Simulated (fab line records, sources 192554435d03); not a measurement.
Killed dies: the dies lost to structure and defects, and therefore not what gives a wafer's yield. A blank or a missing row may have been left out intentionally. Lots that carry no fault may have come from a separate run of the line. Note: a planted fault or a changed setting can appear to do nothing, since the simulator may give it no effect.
Matching of chambers || flow n5-finfet || pecvd-01 running N5_BEOL_M8_DEP_56: 3 sister chambers
The step deposits SiCN from 3MS/NH3, target thk 10 nm, time 17.5 s. 6 wafers are shown with their chamber, then 7 later ones without.

## WAFERS WITH THEIR CHAMBER
{"wafer": "L079.4", "chamber": 2, "throttle-valve-pct (%)": 9.1, "showerhead-plenum-p-Torr (Torr)": 3.656}
{"wafer": "L084.1", "chamber": 1, "throttle-valve-pct (%)": 8.0, "showerhead-plenum-p-Torr (Torr)": 3.653}
{"wafer": "L084.3", "chamber": 0, "throttle-valve-pct (%)": 9.0, "showerhead-plenum-p-Torr (Torr)": 3.665}
{"wafer": "L084.4", "chamber": 1, "throttle-valve-pct (%)": 8.3, "showerhead-plenum-p-Torr (Torr)": 3.657}
{"wafer": "L085.1", "chamber": 0, "throttle-valve-pct (%)": 9.1, "showerhead-plenum-p-Torr (Torr)": 3.657}
{"wafer": "L085.4", "chamber": 2, "throttle-valve-pct (%)": 8.7, "showerhead-plenum-p-Torr (Torr)": 3.673}

## WAFERS WITH NO CHAMBER GIVEN
{"wafer": "L085.6", "throttle-valve-pct (%)": 9.1, "showerhead-plenum-p-Torr (Torr)": 3.659}
{"wafer": "L093.2", "throttle-valve-pct (%)": 8.3, "showerhead-plenum-p-Torr (Torr)": 3.663}
{"wafer": "L093.4", "throttle-valve-pct (%)": 8.9, "showerhead-plenum-p-Torr (Torr)": 3.655}
{"wafer": "L093.6", "throttle-valve-pct (%)": 8.0, "showerhead-plenum-p-Torr (Torr)": 3.665}
{"wafer": "L095.2", "throttle-valve-pct (%)": 9.1, "showerhead-plenum-p-Torr (Torr)": 3.656}
{"wafer": "L095.5", "throttle-valve-pct (%)": 9.0, "showerhead-plenum-p-Torr (Torr)": 3.655}
{"wafer": "L095.6", "throttle-valve-pct (%)": 8.7, "showerhead-plenum-p-Torr (Torr)": 3.665}

## EACH ONE'S CHAMBER
{"wafer": "L085.6", "from the rows above": "can't be placed: 0 or 2", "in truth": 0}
{"wafer": "L093.2", "from the rows above": "can't be placed: 1 or 2", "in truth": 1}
{"wafer": "L093.4", "from the rows above": "can't be placed: 0 or 2", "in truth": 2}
{"wafer": "L093.6", "from the rows above": 1, "in truth": 1}
{"wafer": "L095.2", "from the rows above": "can't be placed: 0 or 2", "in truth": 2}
{"wafer": "L095.5", "from the rows above": "can't be placed: 0 or 2", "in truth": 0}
{"wafer": "L095.6", "from the rows above": "can't be placed: 2 or 0 or 1", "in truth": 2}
1 of 7 placed correctly. These rows do not allow placing 6 (true chamber among the candidates in 6). 0 placed wrongly.
How it was worked out, from the rows above alone: a wafer's distance from a chamber is the root of the sum, over the readings, of the square of ((its reading less the chamber's mean) divided by the reading's scatter). If the next closest chamber is less than 2 further off than the closest, the wafer can't be placed; otherwise it belongs to the closest. The mean given for a chamber averages the wafers shown for that chamber. The scatter: the root of (the sum of the squares of (reading less its chamber's mean) over the shown wafers, divided by (wafers less chambers)).
